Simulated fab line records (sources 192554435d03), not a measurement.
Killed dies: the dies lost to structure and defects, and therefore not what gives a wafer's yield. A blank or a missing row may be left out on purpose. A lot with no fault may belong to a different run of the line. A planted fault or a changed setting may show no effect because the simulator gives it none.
fab line records -- flow n5Finfet
record: lots: 7, wafers: 39
route steps=1938 shown BEOL_M13@1705 MIM_TOP_ETCH@1853 PASSIVATION@1903
startH: start of the lot's first displayed wafer, in hours after the record's first day -- waitH: time in hours since the lot's previous step -- " as in the row above -- L1.1+2: one row covering several wafers at once -- - no value, or no start was given -- * or withheld: withheld -- < > ~ a bound
route shown NAME@n: names a module that has steps shown in the file, with the first one's number in the route -- usual: the fault-free wafers' mean and standard deviation -- same: alike in all rows -- chamber/n: place in a boat -- sites: per-site readings -- _std_site: standard deviation of those values -- _edge_site: mean of outer sites minus mean of inner sites -- radiusMm: for every site, how far away it sits from the centre of the wafer -- mask NAME#n: copy n -- behind: the tool/chamber that last shaped the wafer -- hold: why the lot was held/for how many hours/how that ended -- device: names the non-switching transistor (n, p or np) -- end of line: the route-end tests of the same wafers -- where a step has no rows: the recipe by itself -- killed: dies lost to structure and defects at the first sort, not the wafer's yield -- map: a wafer's dies, x killed, . not, _ none there
set.NAME: the run value of the setting; set.NAME@STEP: its run value at that earlier step -- model.NAME: the simulator's own value behind a step, which no gauge read
lots where settings were altered on purpose, with a table for each step and a row for each wafer
== steps ==
step: N5_BEOL_M13_SPUTTER_43
recipe: material: TaN, targetThkA: 150, tempC: 50, biasV: 168.6, powerW: 15000, chamberPressurePa: 0.12, timeS: 24.19
lot.wafer,tool,chamber,startH,waitH,set.timeS,model.TaN_of_BEOL_M13_SPUTTER_43.thkNm
L075.1+6,pvdSputter-01,-,282.65,0.0,24.19,15
L075.2,pvdSputter-01,-,282.65,0.0,24.19,14.8
L075.3+4+5,pvdSputter-01,-,282.65,0.0,34.95,21.6
L076.1+4,pvdSputter-03,-,285.04,0.0,32.82,20.6
L076.2+3,pvdSputter-03,-,285.04,0.0,24.19,15
L076.5,pvdSputter-03,-,285.04,0.0,24.19,15.2
L076.6,pvdSputter-03,-,285.04,0.0,32.82,20.4
L085.1,pvdSputter-01,-,339.84,0.0,31.82,19.6
L085.2,pvdSputter-01,-,339.84,0.0,24.19,15
L085.3,pvdSputter-01,-,339.84,0.0,31.82,19.4
L085.4+5,pvdSputter-01,-,339.84,0.0,24.19,14.8
L085.6,pvdSputter-01,-,339.84,0.0,31.82,19.8
L088.1+6,pvdSputter-01,-,356.42,0.0,10.11,5.6
L088.2+4,pvdSputter-01,-,356.42,0.0,24.19,14.2
L088.3,pvdSputter-01,-,356.42,0.0,24.19,14.6
L088.5,pvdSputter-01,-,356.42,0.0,10.11,5.8
L090.1+4+5,pvdSputter-03,-,360.69,0.0,24.19,15
L091.1,pvdSputter-01,-,373.01,0.0,24.19,14.8
L091.2+3+5,pvdSputter-01,-,373.01,0.0,28.41,17.6
L091.4,pvdSputter-01,-,373.01,0.0,24.19,15.2
L091.6,pvdSputter-01,-,373.01,0.0,24.19,15
L094.1+5,pvdSputter-03,-,379.06,0.0,28.87,17.8
L094.2,pvdSputter-03,-,379.06,0.0,28.87,17.6
L094.3+6,pvdSputter-03,-,379.06,0.0,24.19,15
L094.4,pvdSputter-03,-,379.06,0.0,24.19,14.8
step: N5_BEOL_M13_SPUTTER_44
recipe: material: Ta, targetThkA: 100, tempC: 50, biasV: 80, powerW: 15000, chamberPressurePa: 0.07, timeS: 16.13
step: N5_BEOL_M13_SPUTTER_45
recipe: material: Cu, targetThkA: 800, tempC: -20, biasV: 60, powerW: 26000, chamberPressurePa: 0.13, timeS: 13.33
step: N5_BEOL_M13_ECD_47
recipe: material: Cu, targetThkA: 9360
step: N5_BEOL_M13_ANNEAL_48
recipe: tempC: 225, timeS: 90, ambient: N2
step: N5_BEOL_M13_CMP_49
recipe: stopOn: SiOC, tOverpolishS: 17.1, downForcePsi: 1, platenRpm: 50, clearingPlatenDownForcePsi: 1.5, clearingPlatenRpm: 50, postCmpClean: cuAlkaline, targetThkNm: 420, clearingPlatenPadVelocityMS: 0.99484, padVelocityMS: 0.99484
usual: barrierFieldEndpointS: 30.0/0.75
lot.wafer,tool,chamber,startH,waitH,set.timeS@BEOL_M13_SPUTTER_43,barrierFieldEndpointS
L075.1,cmp-04,3,284.13,0.4,24.19,30.4
L075.3,cmp-04,0,284.13,0.4,34.95,36.9
L075.2,cmp-04,1,284.13,0.4,24.19,29.2
L075.4,cmp-04,2,284.13,0.4,34.95,38.6
L075.6,cmp-04,3,284.13,0.4,24.19,30.6
L075.5,cmp-04,0,284.13,0.4,34.95,37.1
L076.1,cmp-02,0,285.77,0.3,32.82,38.2
L076.2,cmp-02,1,285.77,0.3,24.19,30.6
L076.3,cmp-02,2,285.77,0.3,24.19,29.8
L076.4,cmp-02,3,285.77,0.3,32.82,37.8
L076.6,cmp-02,0,285.77,0.3,32.82,37.9
L076.5,cmp-02,1,285.77,0.3,24.19,30.4
L085.3,cmp-04,1,340.89,0.3,31.82,35.5
L085.1,cmp-04,2,340.89,0.3,31.82,36.6
L085.4,cmp-04,3,340.89,0.3,24.19,30.7
L085.2,cmp-04,0,340.89,0.3,24.19,30.3
L085.6,cmp-04,1,340.89,0.3,31.82,36.2
L085.5,cmp-04,2,340.89,0.3,24.19,31.0
L088.4,cmp-02,0,358.33,0.1,24.19,30.2
L088.3,cmp-02,1,358.33,0.1,24.19,29.5
L088.2,cmp-02,2,358.33,0.1,24.19,29.5
L088.1,cmp-02,3,358.33,0.1,10.11,18.6
L088.6,cmp-02,0,358.33,0.1,10.11,19.3
L088.5,cmp-02,1,358.33,0.1,10.11,19.4
L090.1,cmp-03,3,361.51,0.3,24.19,28.7
L090.4,cmp-03,2,361.51,0.3,24.19,29.5
L090.5,cmp-03,0,361.51,0.3,24.19,29.7
L091.2,cmp-02,1,373.75,0.2,28.41,32.3
L091.3,cmp-02,2,373.75,0.2,28.41,32.7
L091.1,cmp-02,3,373.75,0.2,24.19,28.9
L091.4,cmp-02,0,373.75,0.2,24.19,30.8
L091.5,cmp-02,1,373.75,0.2,28.41,32.1
L091.6,cmp-02,2,373.75,0.2,24.19,29.4
L094.4,cmp-03,1,380.00,0.1,24.19,28.9
L094.3,cmp-03,2,380.00,0.1,24.19,29.5
L094.1,cmp-03,3,380.00,0.1,28.87,32.7
L094.2,cmp-03,0,380.00,0.1,28.87,33.0
L094.6,cmp-03,1,380.00,0.1,24.19,28.5
L094.5,cmp-03,2,380.00,0.1,28.87,32.9
step: N5_MIM_TOP_ETCH_PECVD_03
recipe: material: SiNx, targetThkA: 200, tempC: 400, precursor: SiH4/NH3/N2, pressureTorr: 1.5, rfW: 300, timeS: 17.6
lot.wafer,tool,chamber,startH,waitH,set.timeS,model.SiNx_of_MIM_TOP_ETCH_PECVD_03.thkNm
L075.1,pecvd-02,2,309.04,-,17.6,20
L075.2+4,pecvd-02,"0,2",309.04,-,12.98,15.2
L075.3,pecvd-02,1,309.04,-,17.6,20.2
L075.5,pecvd-02,0,309.04,-,12.98,15.4
L075.6,pecvd-02,1,309.04,-,17.6,20.6
L076.1,pecvd-03,2,309.24,-,17.6,19.6
L076.2,pecvd-03,1,309.24,-,8.167,8.8
L076.3,pecvd-03,1,309.24,-,8.167,9
L076.4,pecvd-03,2,309.24,-,17.6,20
L076.5,pecvd-03,1,309.24,-,17.6,19.8
L076.6,pecvd-03,2,309.24,-,8.167,9.2
L085.1,pecvd-01,1,357.67,-,20.71,23
L085.2,pecvd-01,0,357.67,-,17.6,19.6
L085.3,pecvd-01,2,357.67,-,20.71,23.8
L085.4,pecvd-01,1,357.67,-,20.71,23.4
L085.5,pecvd-01,2,357.67,-,17.6,20.6
L085.6,pecvd-01,0,357.67,-,17.6,20.2
L088.1+3+6,pecvd-02,"1,0,0",379.38,-,17.6,20.4
L088.2,pecvd-02,2,379.38,-,23.79,27
L088.4+5,pecvd-02,"2,1",379.38,-,23.79,27.4
L090.1+4,pecvd-02,"1,2",385.03,-,17.6,20
L090.5,pecvd-02,1,385.03,-,17.6,20.4
L094.1,pecvd-01,0,399.66,-,12.37,13.6
L094.2,pecvd-01,1,399.66,-,12.37,13.8
L094.3+6,pecvd-01,"2,1",399.66,-,17.6,20
L094.4,pecvd-01,2,399.66,-,12.37,14.4
L094.5,pecvd-01,0,399.66,-,17.6,19.8
L091.1+2,pecvd-02,"0,2",399.76,-,25.16,28.4
L091.3,pecvd-02,1,399.76,-,17.6,19.8
L091.4,pecvd-02,1,399.76,-,17.6,20.2
L091.5,pecvd-02,2,399.76,-,25.16,28.6
L091.6,pecvd-02,0,399.76,-,17.6,20
step: N5_PASSIVATION_DEVELOP_29
recipe: developTimeS: 60, rinseLiquid: diw, dry: airSpin, devTempC: 21
lot.wafer,tool,chamber,startH,waitH,set.developTimeS
L076.1+2+6,lithoTrack-01,0,-,-,60
L076.3+4+5,lithoTrack-01,0,-,-,87.04
L075.1+5+6,lithoTrack-01,0,-,-,33.09
L075.2+3+4,lithoTrack-01,0,-,-,60
L085.1+2+4,lithoTrack-04,0,-,-,60
L085.3+5+6,lithoTrack-04,0,-,-,83.12
L088.1+2+3+4+5+6,lithoTrack-04,0,-,-,60
L090.1+4+5,lithoTrack-01,0,-,-,60
L094.1+5+6,lithoTrack-04,0,-,-,38.58
L094.2+3+4,lithoTrack-04,0,-,-,60
L091.1+2+3,lithoTrack-04,0,-,-,85.18
L091.4+5+6,lithoTrack-04,0,-,-,60
step: N5_PASSIVATION_HARDBAKE_31
recipe: tempC: 130, timeS: 120
step: N5_PASSIVATION_CD_MEAS_30
recipe: targetCdNm: 4000, landingEnergyEv: 500, detector: seInlens, polarity: opening
usual: cdNm: 4000.3/1.6
lot.wafer,tool,chamber,startH,waitH,set.developTimeS@PASSIVATION_DEVELOP_29,cdNm
L076.1,cdSem-03,0,314.18,-,60,3998.6
L076.2,cdSem-03,0,314.18,-,60,3998.4
L076.3,cdSem-03,0,314.18,-,87.04,4009.1
L076.4,cdSem-03,0,314.18,-,87.04,4008.3
L076.5,cdSem-03,0,314.18,-,87.04,4008.8
L076.6,cdSem-03,0,314.18,-,60,3997.1
L075.1,cdSem-03,0,314.50,-,33.09,3988.1
L075.2,cdSem-03,0,314.50,-,60,3998.8
L075.3,cdSem-03,0,314.50,-,60,4002.1
L075.4,cdSem-03,0,314.50,-,60,4001.5
L075.5,cdSem-03,0,314.50,-,33.09,3988.7
L075.6,cdSem-03,0,314.50,-,33.09,3987.3
L085.1,cdSem-02,0,361.39,-,60,4002.8
L085.2,cdSem-02,0,361.39,-,60,4001.4
L085.3,cdSem-02,0,361.39,-,83.12,4007.2
L085.4,cdSem-02,0,361.39,-,60,4003.2
L085.5,cdSem-02,0,361.39,-,83.12,4007.3
L085.6,cdSem-02,0,361.39,-,83.12,4008.7
L088.1,cdSem-02,0,387.54,-,60,4000.7
L088.2,cdSem-02,0,387.54,-,60,4000.0
L088.3,cdSem-02,0,387.54,-,60,3999.1
L088.4,cdSem-02,0,387.54,-,60,4003.2
L088.5,cdSem-02,0,387.54,-,60,4000.3
L088.6,cdSem-02,0,387.54,-,60,3999.3
L090.1,cdSem-01,0,391.50,-,60,4000.4
L090.4,cdSem-01,0,391.50,-,60,3999.2
L090.5,cdSem-01,0,391.50,-,60,3999.3
L094.1,cdSem-03,0,403.58,-,38.58,3992.3
L094.2,cdSem-03,0,403.58,-,60,3998.9
L094.3,cdSem-03,0,403.58,-,60,3999.4
L094.4,cdSem-03,0,403.58,-,60,4002.0
L094.5,cdSem-03,0,403.58,-,38.58,3991.9
L094.6,cdSem-03,0,403.58,-,38.58,3990.3
L091.1,cdSem-02,0,404.78,-,85.18,4005.8
L091.2,cdSem-02,0,404.78,-,85.18,4006.3
L091.3,cdSem-02,0,404.78,-,85.18,4006.3
L091.4,cdSem-02,0,404.78,-,60,3999.5
L091.5,cdSem-02,0,404.78,-,60,3997.5
L091.6,cdSem-02,0,404.78,-,60,4001.2
== key ==
split: step: N5_BEOL_M13_SPUTTER_43, setting: timeS, stated: 24.19, by: wafer
response: step: N5_BEOL_M13_SPUTTER_43, reading: model.TaN_of_BEOL_M13_SPUTTER_43.thkNm, change: +0.15, per: 1%, r: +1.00
response: step: N5_BEOL_M13_CMP_49, reading: barrierFieldEndpointS, change: +0.182, per: 1%, r: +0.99
split: step: N5_MIM_TOP_ETCH_PECVD_03, setting: timeS, stated: 17.6, by: wafer
response: step: N5_MIM_TOP_ETCH_PECVD_03, reading: model.SiNx_of_MIM_TOP_ETCH_PECVD_03.thkNm, change: +0.198, per: 1%, r: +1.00
split: step: N5_PASSIVATION_DEVELOP_29, setting: developTimeS, stated: 60, by: wafer
response: step: N5_PASSIVATION_CD_MEAS_30, reading: cdNm, change: +0.215, per: 1%, r: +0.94
